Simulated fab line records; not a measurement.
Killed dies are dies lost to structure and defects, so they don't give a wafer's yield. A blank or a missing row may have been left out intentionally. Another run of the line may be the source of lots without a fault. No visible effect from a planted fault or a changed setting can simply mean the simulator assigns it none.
Matching of chambers	flow nandHarc	NHARC_A_CHANNEL_FILL_D2_ALD_16 on aldHk-03 has 4 sister chambers
The step deposits SiO2, target thk 1.5 nm, pulse time 10 s, ald cycles 15. 14 wafers are shown with their chamber, then 7 later ones without.

== WAFERS WITH THEIR CHAMBER ==
wafer	chamber	heaterPowerW (W)	precursorPulseHeightRel
L901.1	0	475	0.989
L901.4	1	458	1.002
L901.5	1	444	1.001
L900.3	0	480	1.010
L900.4	2	417	0.991
L900.5	2	417	0.980
L902.2	3	521	1.006
L902.3	1	453	1.005
L902.4	0	487	0.991
L905.2	2	429	0.983
L905.3	0	471	1.006
L905.6	1	453	1.012
L907.1	1	458	1.036
L907.2	2	427	0.996

SIGNATURES, as means of the wafers listed above
reading	chamber 0	chamber 1	chamber 2	chamber 3	scatter within a chamber
heaterPowerW	478.25	453.20	422.50	521.00	6.3
precursorPulseHeightRel	0.99900	1.01120	0.98750	1.00600	0.0116
Rule: distance of a wafer from a chamber = root of the sum over the readings of ((wafer's reading minus chamber's mean) / reading's scatter) squared. The wafer belongs to the nearest chamber; if the next one is less than 2 further off, it can't be placed. The scatter: take each reading less its chamber's mean, square it, sum over the shown wafers, divide by the number of wafers less the number of chambers, and take the root.

== WAFERS WHOSE CHAMBER IS MISSING ==
wafer	heaterPowerW (W)	precursorPulseHeightRel
L907.6	463	0.975
L916.3	472	0.970
L916.4	474	0.987
L917.2	521	0.991
L917.4	416	0.997
L918.2	462	1.007
L918.5	460	1.025

== WHICH CHAMBER EACH WENT THROUGH ==
wafer	from the rows above	in truth
L907.6	can't be placed: 0 or 1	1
L916.3	can't be placed: 0 or 1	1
L916.4	0	0
L917.2	3	3
L917.4	2	2
L918.2	can't be placed: 1 or 0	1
L918.5	1	1
4 of 7 placed correctly. These rows do not allow placing 3 (true chamber among the candidates in 3). Number placed wrongly: 0.
